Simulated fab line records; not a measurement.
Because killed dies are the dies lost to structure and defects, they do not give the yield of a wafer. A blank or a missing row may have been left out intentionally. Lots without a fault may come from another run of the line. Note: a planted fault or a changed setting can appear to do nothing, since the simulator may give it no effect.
fab line records	flow n5Finfet
[record] lots = 10	wafers = 28	lastDay = 17
route steps=1938 shown BEOL_M3@946 BEOL_M4@1111 PASSIVATION@1936
lots that met no fault: from a run of the same line without faults
startH: start of the lot's first displayed wafer, in hours after the record's first day	waitH: hours since the lot's step before	" the same as in the row above	L1.1+2: a row that stands for several wafers	- value missing, or start not given	* or withheld: withheld	< > ~ a bound
route shown NAME@n: names a module that has steps shown in the file, with the first one's number in the route	usual: average and standard deviation across the fault-free wafers	same: alike in all rows	chamber/n: place in a boat	sites: the reading at each site	_std_site: how widely they spread, as a standard deviation	_edge_site: the outer-site mean with the inner-site mean subtracted	radiusMm: how far each site lies from the wafer's centre	mask NAME#n: copy n	behind: the tool/chamber that last shaped the wafer	hold: the reason the lot was held/the length of the hold in hours/how it ended	device: which transistor (n, p or np) failed to switch	end of line: the tests these same wafers got at the end of their route	for a step that has no rows: nothing shown but its recipe	killed: at the first sort, the dies lost to defects and structure; wafer yield is something else	map: a wafer's dies, x killed, . not, _ none there
set.NAME: setting as actually run; set.NAME@STEP: the setting as run at that earlier step	model.NAME: the simulator's own value behind a step, which no gauge read
route steps across a sampled set of lots; one table per step, one row per wafer
services: when a tool's chamber went out of use (startH, in hours from the record's first day, below 0 if earlier), for how many hours, and the reason
[[steps]]
[step N5_BEOL_M3_INSPECT_13]
[recipe] mode = adi	inspectInstrument = brightfield
[usual] rawDefectCount = 421/96
lot.wafer	tool	chamber	startH	waitH	rawDefectCount
L514.2	defectInspect-01	-	152.44	0.0	309
L514.4	"	-	"	"	381
L514.5	"	-	"	"	389
L515.1	defectInspect-02	-	152.49	0.1	364
L515.3	"	-	"	"	417
L515.6	"	-	"	"	460
L521.2	defectInspect-02	-	181.33	0.0	398
L521.3	"	-	"	"	503
L521.4	"	-	"	"	326
L520.2	defectInspect-02	-	183.92	0.0	419
L520.3	"	-	"	"	461
L520.6	"	-	"	"	427
L522.1	defectInspect-02	-	193.06	0.1	334
L522.2	"	-	"	"	261
L524.1	defectInspect-02	-	206.74	0.1	540
L524.5	"	-	"	"	430
L524.6	"	-	"	"	454
L527.2	defectInspect-02	-	226.01	0.0	447
L527.5	"	-	"	"	371
L527.6	"	-	"	"	415
L526.1	defectInspect-01	-	230.22	0.1	474
L526.3	"	-	"	"	392
L526.4	"	-	"	"	492
L534.1	defectInspect-02	-	273.01	0.1	541
L534.5	"	-	"	"	419
L534.6	"	-	"	"	547
L536.1	defectInspect-01	-	276.60	0.1	429
L536.5	"	-	"	"	386
[step N5_BEOL_M3_STRIP_66]
[recipe] chemistry = CF4	resist = SiARC	powerW = 300	biasPowerW = 75	pressureMtorr = 50	cf4FlowSccm = 150	rfFrequencyHz = 6e+07
[usual] drypumpMotorCurrentA = 5.7/0.35	oesProductAu = 0.80/0.067	rfVppV = 271.3/1.6	showerheadPlenumPTorr = 1.80/0.063	throttleValvePct = 13.53/0.23
lot.wafer	tool	chamber	startH	waitH	drypumpMotorCurrentA	oesProductAu	rfHoursCounterH	rfVppV	showerheadPlenumPTorr	throttleValvePct
L514.2	rieDiel-06	0	153.11	0.0	5.6	0.73	190	269.5	1.71	13.69
L514.4	"	2	"	"	6.0	0.84	72	273.1	1.89	13.33
L514.5	"	2	"	"	6.0	0.84	-	273.6	1.89	13.34
L515.1	rieDiel-04	2	153.20	0.0	5.3	0.82	85	270.3	1.74	13.61
L515.3	"	1	"	"	5.5	0.70	203	269.8	1.79	13.75
L515.6	"	2	"	"	5.4	0.82	-	270.8	1.74	13.59
L521.2	rieDiel-02	3	181.57	0.0	5.8	0.82	73	274.9	1.91	13.20
L521.3	"	1	"	"	5.6	0.88	45	274.3	1.90	13.22
L521.4	"	0	"	"	5.1	0.74	157	272.7	1.87	13.80
L520.2	rieDiel-02	2	184.16	0.0	6.5	0.80	81	269.0	1.74	13.82
L520.3	"	1	"	"	5.6	0.87	45	272.8	1.90	13.24
L520.6	"	3	"	"	5.8	0.82	-	272.6	1.91	13.19
L522.1	rieDiel-04	3	193.30	0.0	6.0	0.88	27	271.4	1.83	13.55
L522.2	"	0	"	"	5.7	0.91	17	270.6	1.75	13.21
L524.1	rieDiel-04	3	206.98	0.0	6.0	0.88	31	271.2	1.83	13.57
L524.5	"	3	"	"	6.0	0.87	-	271.7	1.83	13.56
L524.6	"	2	"	"	5.3	0.80	-	270.4	1.73	13.66
L527.2	rieDiel-04	1	226.34	0.0	5.5	0.69	223	270.8	1.79	13.78
L527.5	"	3	"	"	6.0	0.86	-	271.8	1.83	13.56
L527.6	"	0	"	"	5.6	0.90	-	269.7	1.75	13.22
L526.1	rieDiel-02	0	230.46	0.0	5.1	0.73	172	271.9	1.86	13.84
L526.3	"	1	"	"	5.6	0.86	60	273.5	1.89	13.27
L526.4	"	2	"	"	6.5	0.78	97	268.1	1.73	13.84
L534.1	rieDiel-04	2	273.25	0.0	5.3	0.78	120	270.7	1.73	13.68
L534.5	"	3	"	"	6.0	0.85	-	272.0	1.82	13.61
L534.6	"	0	"	"	5.6	0.86	-	270.5	1.75	13.26
L536.1	rieDiel-06	2	277.35	0.0	6.0	0.79	111	273.1	1.88	13.42
L536.5	"	2	"	"	6.0	0.79	-	273.3	1.88	13.43
[step N5_BEOL_M3_DESCUM_33]
[recipe] chemistry = O2	timeS = 7	sourcePowerW = 50	biasPowerW = 20	pressureMtorr = 20	rfFrequencyHz = 2.712e+07	tempC = 40	resist = CAR-EUV	o2FlowSccm = 225
[usual] drypumpMotorCurrentA = 5.7/0.35	oesProductAu = 0.81/0.072	rfVppV = 243.3/1.3	showerheadPlenumPTorr = 2.10/0.082	throttleValvePct = 20.41/0.23
lot.wafer	tool	chamber	startH	waitH	drypumpMotorCurrentA	oesProductAu	rfHoursCounterH	rfVppV	showerheadPlenumPTorr	throttleValvePct
L514.2	rieDiel-02	3	153.86	0.0	5.9	0.84	65	246.2	2.23	19.99
L514.4	"	1	"	"	5.6	0.91	37	246.6	2.25	20.28
L514.5	"	1	"	"	5.6	0.91	-	244.3	2.25	20.28
L515.1	rieDiel-04	1	153.92	0.0	5.5	0.71	203	243.4	2.06	20.32
L515.3	"	2	"	"	5.3	0.83	86	242.7	2.02	20.47
L515.6	"	1	"	"	5.5	0.71	-	244.0	2.06	20.33
L521.2	rieDiel-02	0	182.24	0.0	5.1	0.75	157	244.1	2.20	20.81
L521.3	"	1	"	"	5.6	0.90	45	243.9	2.25	20.29
L521.4	"	2	"	"	6.5	0.80	80	242.2	2.03	20.88
L520.2	rieDiel-04	3	184.82	0.0	6.0	0.89	24	243.5	2.14	20.47
L520.3	"	2	"	"	5.3	0.82	94	241.7	2.02	20.48
L520.6	"	1	"	"	5.5	0.71	-	243.3	2.05	20.34
L522.1	rieDiel-04	0	193.97	0.0	5.6	0.92	17	243.1	2.06	20.19
L522.2	"	3	"	"	6.0	0.89	27	243.7	2.14	20.50
L524.1	rieDiel-04	1	207.65	0.0	5.5	0.70	218	242.7	2.05	20.37
L524.5	"	1	"	"	5.5	0.71	-	242.2	2.05	20.35
L524.6	"	2	"	"	5.4	0.81	-	242.9	2.02	20.48
L527.2	rieDiel-04	1	227.09	0.0	5.5	0.70	223	242.7	2.05	20.37
L527.5	"	0	"	"	5.6	0.90	-	241.4	2.06	20.18
L527.6	"	3	"	"	6.0	0.86	-	243.4	2.13	20.50
L526.1	rieDiel-02	1	231.12	0.0	5.6	0.87	61	244.4	2.24	20.33
L526.3	"	3	"	"	5.9	0.81	88	245.2	2.22	20.02
L526.4	"	0	"	"	5.1	0.74	172	244.7	2.20	20.85
L534.1	rieDiel-04	3	274.09	0.1	6.0	0.84	51	244.0	2.13	20.51
L534.5	"	0	"	"	5.7	0.87	-	242.3	2.05	20.21
L534.6	"	3	"	"	6.0	0.84	-	244.4	2.13	20.52
L536.1	rieDiel-04	0	278.14	0.0	5.7	0.88	43	241.6	2.05	20.21
L536.5	"	3	"	"	6.0	0.84	-	243.4	2.13	20.52
[step N5_BEOL_M3_ALD_98]
[recipe] material = SiO2	targetThkA = 25	tempC = 100	aldPrecursorFamily = BDEAS	aldCoReactant = O2-plasma	pulseTimeS = 1	coReactantPulseTimeS = 1	purgeTimeS = 2	coReactantPurgeTimeS = 2	aldCycles = 17	pressureTorr = 2
[usual] aldCycles = 17/0	chamberPressureTorr = 1.999/0.0047	heaterPowerW = 82/12	precursorPulseHeightRel = 1.001/0.021	susceptorTempC = 100.01/0.13
[same] coReactantPulseTimeS = 1
lot.wafer	tool	chamber	startH	waitH	aldCycles	chamberPressureTorr	heaterPowerW	precursorPulseHeightRel	susceptorTempC
L514.2	aldSin-02	0	154.00	0.1	17	2.000	82	1.014	100.14
L514.4	"	3	"	"	17	1.995	96	1.022	100.37
L514.5	"	2	"	"	17	1.994	87	1.021	100.13
L515.1	aldSin-04	1	154.06	0.1	17	2.005	100	0.993	99.88
L515.3	"	2	"	"	17	2.010	63	1.002	99.74
L515.6	"	3	"	"	17	1.997	85	0.990	100.17
L521.2	aldSin-03	3	182.37	0.1	17	2.005	68	0.995	100.18
L521.3	"	0	"	"	17	2.002	85	1.018	99.87
L521.4	"	2	"	"	17	2.002	91	0.968	100.01
L520.2	aldSin-04	0	184.96	0.1	17	2.000	81	1.002	100.19
L520.3	"	1	"	"	17	2.000	103	0.976	100.00
L520.6	"	1	"	"	17	1.997	99	0.992	99.97
L522.1	aldSin-02	1	194.10	0.1	17	1.999	75	0.981	100.01
L522.2	"	0	"	"	17	1.999	81	0.973	99.96
L524.1	aldSin-02	1	208.09	0.4	17	1.989	78	0.953	100.03
L524.5	"	1	"	"	17	1.995	77	0.998	100.17
L524.6	"	0	"	"	9	2.002	84	0.993	-
L527.2	aldSin-04	2	227.22	0.1	17	1.998	65	1.003	99.63
L527.5	"	0	"	"	17	2.003	81	1.010	99.94
L527.6	"	3	"	"	17	1.998	84	0.977	100.02
L526.1	aldSin-02	2	231.26	0.1	17	2.001	87	1.018	99.80
L526.3	"	1	"	"	17	1.992	77	1.018	99.95
L526.4	"	0	"	"	9	2.010	83	1.007	-
L534.1	aldSin-03	3	274.23	0.1	17	1.992	70	1.006	100.02
L534.5	"	1	"	"	17	2.002	68	1.006	100.05
L534.6	"	2	"	"	17	1.993	89	0.953	99.93
L536.1	aldSin-03	3	278.50	0.3	17	1.999	69	0.950	100.04
L536.5	"	2	"	"	17	1.999	91	1.010	100.06
[step N5_BEOL_M4_RC_MEAS_101]
[usual] DIBL_N = 37.1/1.9	DIBL_P = 37.2/2.3	IOFF_N = 0.18/0.04	IOFF_P = 0.23/0.044	ION_N = 682/11	ION_P = 468/8.6	SS_N = 71.9/0.68	SS_P = 73.5/0.74	VT_N = 248/3.4	VT_P = -248/3.4
lot.wafer	tool	chamber	startH	waitH	DIBL_N[mV/V]	DIBL_P[mV/V]	IOFF_N[nA/um]	IOFF_P[nA/um]	ION_N[uA/um]	ION_P[uA/um]	SS_N[mV/dec]	SS_P[mV/dec]	VT_N[mV]	VT_P[mV]
L514.2	prober-01	0	170.05	0.2	38.1	37.9	0.19	0.25	676	471	71.6	73.4	248	-247
L514.4	"	0	"	"	35.5	34.4	0.13	0.20	668	460	71.4	72.3	254	-250
L514.5	"	0	"	"	38.4	37.7	0.19	0.25	679	465	72.1	73.3	250	-248
L515.1	prober-02	0	170.25	0.0	39.1	38.0	0.19	0.24	673	463	72.1	74.4	250	-250
L515.3	"	0	"	"	36.4	34.9	0.14	0.20	675	468	71.3	73.4	251	-251
L515.6	"	0	"	"	38.4	36.1	0.16	0.22	668	461	72.4	73.8	248	-249
L521.2	prober-02	0	198.42	0.2	32.9	33.4	0.11	0.16	660	455	70.7	72.0	254	-254
L521.3	"	0	"	"	35.6	35.8	0.16	0.19	679	461	71.8	72.5	248	-252
L521.4	"	0	"	"	34.9	34.8	0.15	0.17	670	460	72.0	72.5	249	-254
L520.2	prober-01	0	200.67	0.2	33.4	32.2	0.12	0.17	669	460	71.7	71.5	251	-250
L520.3	"	0	"	"	37.4	36.3	0.18	0.22	675	459	71.8	72.9	251	-248
L520.6	"	0	"	"	34.6	34.1	0.14	0.19	674	462	71.1	72.6	252	-249
L522.1	prober-01	0	212.68	0.0	35.0	34.4	0.14	0.19	672	466	71.7	72.6	250	-251
L522.2	"	0	"	"	37.0	37.8	0.20	0.26	694	481	71.6	73.7	244	-244
L524.1	prober-01	0	226.21	0.0	36.6	38.5	0.17	0.20	685	461	71.6	74.0	249	-254
L524.5	"	0	"	"	34.3	37.1	0.14	0.18	676	461	70.7	73.0	254	-251
L524.6	"	0	"	"	34.6	35.9	0.14	0.17	675	456	71.0	72.0	251	-255
L527.2	prober-01	0	242.67	0.2	36.4	36.6	0.16	0.24	687	478	71.4	72.7	245	-246
L527.5	"	0	"	"	37.9	37.9	0.20	0.28	696	480	71.8	73.4	245	-246
L527.6	"	0	"	"	37.2	36.3	0.18	0.24	676	460	71.7	73.3	248	-246
L526.1	prober-01	0	247.69	0.0	39.4	41.0	0.24	0.35	692	477	72.1	74.1	243	-243
L526.3	"	0	"	"	37.2	37.9	0.19	0.27	693	473	71.9	74.3	245	-247
L526.4	"	0	"	"	39.0	41.0	0.24	0.34	710	485	73.3	74.0	242	-242
L534.1	prober-01	0	292.97	0.0	37.6	40.2	0.21	0.29	688	473	72.1	74.6	246	-246
L534.5	"	0	"	"	37.4	39.5	0.19	0.26	681	464	71.8	74.0	247	-246
L534.6	"	0	"	"	41.7	43.6	0.32	0.37	699	477	73.5	75.8	240	-244
L536.1	prober-01	0	294.81	0.0	36.3	37.3	0.19	0.26	689	471	72.2	73.4	246	-245
L536.5	"	0	"	"	32.8	33.6	0.13	0.20	652	457	71.2	71.7	253	-250
[step N5_PASSIVATION_PROBE_49]
[usual] defectLimitedYield = 91.5/1.4	killed_at_M0_to_M3 = 32/9.7	killed_at_M4_up = 14/5.3	killedAtContacts = 11/6	killedAtFrontEnd = 39/14	killedAtOther = 3.3/2.7	killedDies = 100/17	killedOpen = 66/13	killedShort = 32/7.4	sort_bin_4_leakage = 0.02/0.16	sort_bin_5_function = 4.9/0.9	sort_bin_6_memory = 3.2/0.72	sortNPass = 1080/17	sortYieldPct = 91.5/1.4
[same] grossDies = 1180	killedAtBackSide = 0	sort_bin_8_speed[%] = 0
lot.wafer	tool	chamber	startH	waitH	defectLimitedYield[%]	killed_at_M0_to_M3	killed_at_M4_up	killedAtContacts	killedAtFrontEnd	killedAtOther	killedDies	killedOpen	killedShort	sort_bin_4_leakage[%]	sort_bin_5_function[%]	sort_bin_6_memory[%]	sortNPass	sortYieldPct[%]
L515.1	prober-02	-	277.72	0.0	93.1	31	14	4	30	2	81	54	26	0	4.2	2.6	1099	93.1
L515.3	prober-02	-	277.82	0.1	91.3	52	5	17	26	3	103	67	36	0	5.7	2.5	1077	91.3
L515.6	prober-02	-	277.97	0.3	93.2	29	13	9	27	2	80	56	24	0	3.9	2.5	1100	93.2
L514.2	prober-02	-	283.46	0.1	92.0	34	18	9	28	5	94	63	31	0	5.2	2.6	1086	92.0
L514.4	prober-02	-	283.56	0.2	94.3	30	10	7	13	7	67	42	25	0	3.2	2.1	1113	94.3
L514.5	prober-02	-	283.61	0.2	91.9	45	13	2	31	4	95	59	36	0	4.3	3.4	1085	91.9
L520.2	prober-02	-	305.18	0.1	91.7	46	16	13	18	5	98	66	32	0	5.3	2.6	1082	91.7
L520.3	prober-02	-	305.23	0.1	90.8	39	27	17	23	3	109	76	32	0	6.0	3.0	1071	90.8
L520.6	prober-02	-	305.38	0.3	93.4	17	14	11	32	4	78	57	20	0	4.2	2.4	1102	93.4
L521.2	prober-01	-	307.84	0.1	90.0	28	29	9	52	0	118	74	40	0	5.3	4.1	1062	90.0
L521.3	prober-01	-	307.89	0.1	94.1	15	18	9	21	7	70	51	19	0	3.0	2.7	1110	94.1
L521.4	prober-01	-	307.94	0.2	91.6	34	22	7	35	1	99	60	35	0	5.2	3.1	1081	91.6
L522.1	prober-02	-	311.33	0.0	93.1	27	17	19	17	2	82	51	30	0	4.1	2.6	1098	93.1
L522.2	prober-02	-	311.38	0.1	91.5	26	14	2	55	3	100	64	29	0	4.2	3.8	1080	91.5
L524.1	prober-01	-	328.69	0.0	89.5	37	12	12	62	1	124	81	40	0	5.9	4.1	1056	89.5
L524.5	prober-01	-	328.89	0.2	90.4	25	11	22	51	4	113	73	39	0	5.8	3.6	1067	90.4
L524.6	prober-01	-	328.94	0.3	89.4	34	11	17	54	9	125	88	36	0	6.4	3.8	1055	89.4
L527.2	prober-01	-	337.44	0.1	91.7	34	10	18	35	1	98	58	39	0	5.3	2.7	1082	91.7
L527.5	prober-01	-	337.59	0.2	93.6	32	14	5	20	4	75	54	20	0	3.8	2.0	1105	93.6
L527.6	prober-01	-	337.64	0.3	92.7	25	19	15	23	4	86	57	29	0	3.6	3.2	1094	92.7
L526.1	prober-02	-	351.37	0.0	90.4	48	23	6	30	6	113	85	28	0	5.4	4.0	1067	90.4
L526.3	prober-02	-	351.47	0.1	92.6	30	10	4	42	1	87	56	31	0	4.1	3.1	1093	92.6
L526.4	prober-02	-	351.52	0.2	90.6	29	16	8	51	7	111	74	37	0	4.7	4.3	1069	90.6
L534.1	prober-01	-	397.26	0.0	90.2	35	16	9	50	6	116	83	31	0	5.2	4.6	1064	90.2
L534.5	prober-01	-	397.46	0.2	91.4	21	15	10	49	6	101	71	28	0	5.3	3.1	1079	91.4
L534.6	prober-01	-	397.51	0.3	92.3	25	13	3	43	7	91	58	32	1.27	4.3	3.2	1074	91.0
L536.1	prober-01	-	398.41	0.0	91.9	16	13	18	45	3	95	62	29	0	4.8	3.1	1085	91.9
L536.5	prober-01	-	398.61	0.2	87.4	51	22	8	63	5	149	96	52	0	6.9	5.1	1031	87.4
// killed by level:class
L515.1 FIN_SAQP:geometricParticle:open=12 BEOL_M2:geometricParticle:open=11 BEOL_M1:geometricParticle:open=5 MOL_CONTACT_COAG:geometricParticle:open=4 BEOL_M0_SAQP:geometricParticle:open=4 BEOL_M0_SAQP:geometricParticle:short=4 BEOL_M5:geometricParticle:short=4 BEOL_M8:geometricParticle:open=4
L515.3 MOL_CONTACT_COAG:geometricParticle:open=14 BEOL_M0_SAQP:geometricParticle:short=11 BEOL_M0_SAQP:geometricParticle:open=11 BEOL_M2:geometricParticle:open=11 FIN_SAQP:geometricParticle:open=9 FIN_SAQP:geometricParticle:short=7 BEOL_M1:geometricParticle:open=7 BEOL_M2:geometricParticle:short=5
L515.6 MOL_CONTACT_COAG:geometricParticle:open=9 BEOL_M0_SAQP:geometricParticle:short=9 FIN_SAQP:geometricParticle:open=7 BEOL_M2:geometricParticle:open=7 BEOL_M0_SAQP:geometricParticle:open=5 BEOL_M8:geometricParticle:open=5 STARTING-WAFER:geometricParticle:open=5 BEOL_M1:geometricParticle:open=4
L514.2 BEOL_M2:geometricParticle:open=13 MOL_CONTACT_COAG:geometricParticle:open=9 FIN_SAQP:geometricParticle:short=8 BEOL_M4:geometricParticle:open=8 BEOL_M1:geometricParticle:open=7 FIN_SAQP:geometricParticle:open=6 GATE_CUT:geometricParticle:short=5 BEOL_M0_SAQP:geometricParticle:short=5
L514.4 BEOL_M3:geometricParticle:open=8 MOL_CONTACT_COAG:geometricParticle:open=6 BEOL_M0_SAQP:geometricParticle:open=6 BEOL_M0_SAQP:geometricParticle:short=5 FIN_SAQP:geometricParticle:short=4 BEOL_M2:geometricParticle:open=4 BEOL_M3:geometricParticle:short=4 MIM_TOP_ETCH:geometricParticle:open=3
L514.5 BEOL_M3:geometricParticle:open=11 FIN_SAQP:geometricParticle:short=10 BEOL_M0_SAQP:geometricParticle:open=9 BEOL_M0_SAQP:geometricParticle:short=9 BEOL_M2:geometricParticle:open=9 FIN_SAQP:geometricParticle:open=6 GATE_CUT:geometricParticle:short=4 BEOL_M1:geometricParticle:open=4
L520.2 MOL_CONTACT_COAG:geometricParticle:open=11 BEOL_M2:geometricParticle:open=10 BEOL_M0_SAQP:geometricParticle:open=9 BEOL_M1:geometricParticle:open=9 STI_FIN_REVEAL:geometricParticle:open=7 BEOL_M1:geometricParticle:short=5 BEOL_M3:geometricParticle:short=4 BEOL_M3:geometricParticle:open=4
L520.3 MOL_CONTACT_COAG:geometricParticle:open=14 BEOL_M3:geometricParticle:open=13 BEOL_M4:geometricParticle:open=10 BEOL_M1:geometricParticle:open=9 STI_FIN_REVEAL:geometricParticle:open=8 BEOL_M5:geometricParticle:short=5 STARTING-WAFER:geometricParticle:short=5 BEOL_M3:geometricParticle:short=4
L520.6 STI_FIN_REVEAL:geometricParticle:open=11 MOL_CONTACT_COAG:geometricParticle:open=10 BEOL_M3:geometricParticle:open=6 FIN_SAQP:geometricParticle:open=5 BEOL_M4:geometricParticle:open=5 GATE_CUT:geometricParticle:short=4 BEOL_M2:geometricParticle:open=4 GATE_CUT:geometricParticle:open=3
L521.2 BEOL_M4:geometricParticle:open=20 FIN_SAQP:geometricParticle:short=10 DUMMY_GATE:geometricParticle:open=9 BEOL_M0_SAQP:geometricParticle:open=8 MOL_CONTACT_COAG:geometricParticle:open=7 BEOL_M3:geometricParticle:open=7 STI_FIN_REVEAL:geometricParticle:open=4 ILD0:geometricParticle:short=4
L521.3 BEOL_M4:geometricParticle:open=12 MOL_CONTACT_COAG:geometricParticle:open=9 BEOL_M0_SAQP:geometricParticle:short=6 GATE_CUT:geometricParticle:short=5 BEOL_M0_SAQP:geometricParticle:open=5 FIN_SAQP:geometricParticle:open=4 MIM_TOP_ETCH:geometricParticle:open=4 DUMMY_GATE:geometricParticle:open=3
L521.4 BEOL_M4:geometricParticle:open=17 BEOL_M2:geometricParticle:open=9 BEOL_M0_SAQP:geometricParticle:open=8 BEOL_M0_SAQP:geometricParticle:short=8 GATE_CUT:geometricParticle:short=7 MOL_CONTACT_COAG:geometricParticle:open=5 STI_FIN_REVEAL:geometricParticle:open=4 SD_EPI_N:coatMicrobubblePrinted=4
L522.1 MOL_CONTACT_COAG:geometricParticle:short=10 MOL_CONTACT_COAG:geometricParticle:open=9 BEOL_M2:geometricParticle:open=6 BEOL_M4:geometricParticle:open=6 BEOL_M1:geometricParticle:open=5 BEOL_M3:geometricParticle:open=5 BEOL_M0_SAQP:geometricParticle:open=4 BEOL_M0_SAQP:geometricParticle:short=4
L522.2 STI_FIN_REVEAL:geometricParticle:open=30 STI_FIN_REVEAL:geometricParticle:short=5 BEOL_M0_SAQP:geometricParticle:short=5 DUMMY_GATE:geometricParticle:short=4 BEOL_M4:geometricParticle:open=4 BEOL_M11:geometricParticle:open=4 HKMG_FIN:areaEtch=4 FIN_SAQP:geometricParticle:short=3
L524.1 FIN_SAQP:geometricParticle:open=14 STI_FIN_REVEAL:geometricParticle:open=13 MOL_CONTACT_COAG:geometricParticle:open=12 FIN_SAQP:geometricParticle:short=11 BEOL_M0_SAQP:geometricParticle:open=10 BEOL_M0_SAQP:geometricParticle:short=10 DUMMY_GATE:geometricParticle:open=7 BEOL_M2:geometricParticle:open=7
L524.5 FIN_SAQP:geometricParticle:short=16 STI_FIN_REVEAL:geometricParticle:open=15 MOL_CONTACT_COAG:geometricParticle:open=15 BEOL_M0_SAQP:geometricParticle:open=9 BEOL_M4:geometricParticle:open=8 FIN_SAQP:geometricParticle:open=7 MOL_CONTACT_COAG:geometricParticle:short=7 BEOL_M0_SAQP:geometricParticle:short=6
L524.6 STI_FIN_REVEAL:geometricParticle:open=20 MOL_CONTACT_COAG:geometricParticle:open=16 FIN_SAQP:geometricParticle:open=9 BEOL_M0_SAQP:geometricParticle:short=9 STI_FIN_REVEAL:geometricParticle:short=8 BEOL_M2:geometricParticle:open=7 BEOL_M0_SAQP:geometricParticle:open=7 BEOL_M4:geometricParticle:open=7
L527.2 MOL_CONTACT_COAG:geometricParticle:open=14 BEOL_M0_SAQP:geometricParticle:open=13 BEOL_M0_SAQP:geometricParticle:short=11 STI_FIN_REVEAL:geometricParticle:open=8 FIN_SAQP:geometricParticle:short=7 FIN_SAQP:geometricParticle:open=6 BEOL_M4:geometricParticle:open=5 GATE_CUT:geometricParticle:short=4
L527.5 BEOL_M3:geometricParticle:open=10 BEOL_M0_SAQP:geometricParticle:open=9 STI_FIN_REVEAL:geometricParticle:open=7 BEOL_M0_SAQP:geometricParticle:short=7 MOL_CONTACT_COAG:geometricParticle:open=5 BEOL_M5:geometricParticle:open=4 FIN_SAQP:geometricParticle:open=3 FIN_SAQP:geometricParticle:short=3
L527.6 MOL_CONTACT_COAG:geometricParticle:open=14 BEOL_M4:geometricParticle:open=10 BEOL_M0_SAQP:geometricParticle:short=8 BEOL_M0_SAQP:geometricParticle:open=6 FIN_SAQP:geometricParticle:short=4 FIN_SAQP:geometricParticle:open=4 GATE_CUT:geometricParticle:short=4 BEOL_M3:geometricParticle:open=4
L526.1 BEOL_M3:geometricParticle:open=16 BEOL_M4:geometricParticle:open=14 BEOL_M0_SAQP:geometricParticle:short=9 STI_FIN_REVEAL:geometricParticle:open=8 BEOL_M0_SAQP:geometricParticle:open=8 FIN_SAQP:geometricParticle:open=7 BEOL_M1:geometricParticle:open=6 MOL_CONTACT_COAG:geometricParticle:open=5
L526.3 BEOL_M3:geometricParticle:open=9 FIN_SAQP:geometricParticle:open=7 BEOL_M0_SAQP:geometricParticle:open=7 FIN_SAQP:geometricParticle:short=6 STI_FIN_REVEAL:geometricParticle:open=6 DUMMY_GATE:geometricParticle:open=5 GATE_CUT:geometricParticle:short=5 BEOL_M1:geometricParticle:open=4
L526.4 STI_FIN_REVEAL:geometricParticle:open=14 FIN_SAQP:geometricParticle:short=8 DUMMY_GATE:geometricParticle:open=8 BEOL_M3:geometricParticle:open=7 MOL_CONTACT_COAG:geometricParticle:open=7 BEOL_M0_SAQP:geometricParticle:open=6 FIN_SAQP:geometricParticle:open=5 BEOL_M5:geometricParticle:open=5
L534.1 FIN_SAQP:geometricParticle:open=11 BEOL_M2:geometricParticle:open=11 BEOL_M4:geometricParticle:open=10 MOL_CONTACT_COAG:geometricParticle:open=8 STI_FIN_REVEAL:geometricParticle:open=7 BEOL_M0_SAQP:geometricParticle:open=6 GATE_CUT:geometricParticle:short=6 BEOL_M3:geometricParticle:open=6
L534.5 FIN_SAQP:geometricParticle:open=15 MOL_CONTACT_COAG:geometricParticle:open=9 STI_FIN_REVEAL:geometricParticle:open=7 FIN_SAQP:geometricParticle:short=6 DUMMY_GATE:geometricParticle:open=6 BEOL_M0_SAQP:geometricParticle:short=6 BEOL_M0_SAQP:geometricParticle:open=6 BEOL_M4:geometricParticle:open=6
L534.6 FIN_SAQP:geometricParticle:open=10 DUMMY_GATE:geometricParticle:open=7 BEOL_M3:geometricParticle:open=7 BEOL_M4:geometricParticle:open=6 STARTING-WAFER:geometricParticle:open=6 ILD0:geometricParticle:short=4 BEOL_M1:geometricParticle:short=4 FIN_SAQP:geometricParticle:short=3
L536.1 MOL_CONTACT_COAG:geometricParticle:open=13 FIN_SAQP:geometricParticle:open=8 STI_FIN_REVEAL:geometricParticle:open=7 BEOL_M3:geometricParticle:open=6 ILD0:geometricParticle:open=5 GATE_CUT:geometricParticle:short=5 MOL_CONTACT_COAG:geometricParticle:short=5 BEOL_M4:geometricParticle:open=5
L536.5 STI_FIN_REVEAL:geometricParticle:open=23 BEOL_M0_SAQP:geometricParticle:open=10 BEOL_M2:geometricParticle:open=10 BEOL_M0_SAQP:geometricParticle:short=8 BEOL_M3:geometricParticle:open=8 GATE_CUT:geometricParticle:short=7 MOL_CONTACT_COAG:geometricParticle:open=7 BEOL_M4:geometricParticle:open=7
[[services]]
tool	chamber	startH	hours	kind
rieDiel-02	3	139.39	2.0	repair
rieDiel-04	3	146.43	9.5	repair
rieDiel-06	1	181.26	7.0	repair
aldSin-03	-	183.57	6.1	pm
rieDiel-06	2	187.71	4.6	repair
rieDiel-02	3	240.22	32.8	repair
aldSin-04	3	266.06	10.3	repair
aldSin-04	-	268.25	14.0	pm
aldSin-04	0	268.25	14.0	ventCycle
aldSin-04	1	268.25	14.0	ventCycle
aldSin-04	2	268.25	14.0	ventCycle
[[key]]
[firstSign] step = N5_BEOL_M3_ALD_98	reading = aldCycles	direction = down	sigmas = 99+	usual = *	struck = *
effect none on later readings
metAt N5_BEOL_M3_ALD_98
struckLots L524,L526
struckWafers L524.6,L526.4
notActingAt N5_BEOL_M3_INSPECT_13,N5_BEOL_M3_STRIP_66,N5_BEOL_M3_DESCUM_33
onsetBetween 194.10 208.09
[fault] kind = processParameterDrift	tool = aldSin-02	chamber = 0	onsetH = 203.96	steps = N5_BEOL_M3_ALD_98	channel = aldCycles	offset = *	shape = step	endH = 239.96	actsIn = *	stated = *
